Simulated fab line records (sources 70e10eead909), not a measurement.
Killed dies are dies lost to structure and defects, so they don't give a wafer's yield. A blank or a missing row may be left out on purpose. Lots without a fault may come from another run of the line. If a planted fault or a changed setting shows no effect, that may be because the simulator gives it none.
What tool caused it? | flow nand harc | 6 lots with 18 wafers sampled at 3 steps, on a route of 1302 steps

## WHAT THE GAUGES READ, wafer by wafer
NHARC_A_M0_THK_MEAS_24: measures by xrf.
lot  | measured     | on            | thk nm (nm)
L450 | day 23 12:23 | film metro-02 | 112.3 113.1 111.9
L452 | day 24 12:46 | film metro-01 | 114.6 114.8 111.0
L456 | day 25 19:52 | film metro-01 | 114.6 115.1 114.1
L465 | day 29 12:29 | film metro-01 | 113.1 113.3 115.5
L470 | day 31 21:25 | film metro-01 | 112.4 113.4 116.8
L471 | day 32 18:58 | film metro-01 | 113.6 113.7 115.0

## WHAT TOOL EACH LOT RAN ON (gives the tool, then ch and the chambers of the sampled wafers, and finally the start)
lot  | NHARC_A_M0_PVD_20            | NHARC_A_M0_PVD_21
L450 | pvd sputter-01, day 23 11:05 | pvd sputter-01, day 23 12:23 or earlier
L452 | pvd sputter-02, day 24 11:29 | pvd sputter-02, day 24 12:46 or earlier
L456 | pvd sputter-03, day 25 18:34 | pvd sputter-03, day 25 19:52 or earlier
L465 | pvd sputter-02, day 29 11:12 | pvd sputter-02, day 29 12:29 or earlier
L470 | pvd sputter-01, day 31 20:10 | pvd sputter-01, day 31 21:25 or earlier
L471 | pvd sputter-03, day 32 17:41 | pvd sputter-03, day 32 18:58 or earlier
- NHARC_A_M0_PVD_20: deposits TaN, target thk 5 nm, time 8.06 s.
- NHARC_A_M0_PVD_21: deposits Cu, target thk 30 nm, time 20.49 s.

## THE ANSWER, worked out from the rows above alone
Rule: the lots themselves supply what counts as usual. The widest of any qualifying gaps counts: lots, ordered by their means at a reading, are off when they make up no more than a third of the lots, leave a main group of 4 or more, and stand apart from it by 3 or more times the standard deviation of that group's means. If all means in a main group match to the digits the tables above print for the reading, that group is not used. A lot without any number at a reading at which 4 lots or more have one is off too. Any other lot the step has rows for is counted as sound.
Across all readings shown, no lot is off: no conclusion can be drawn from this.

## WHAT WAS PUT IN BY THE SIMULATOR
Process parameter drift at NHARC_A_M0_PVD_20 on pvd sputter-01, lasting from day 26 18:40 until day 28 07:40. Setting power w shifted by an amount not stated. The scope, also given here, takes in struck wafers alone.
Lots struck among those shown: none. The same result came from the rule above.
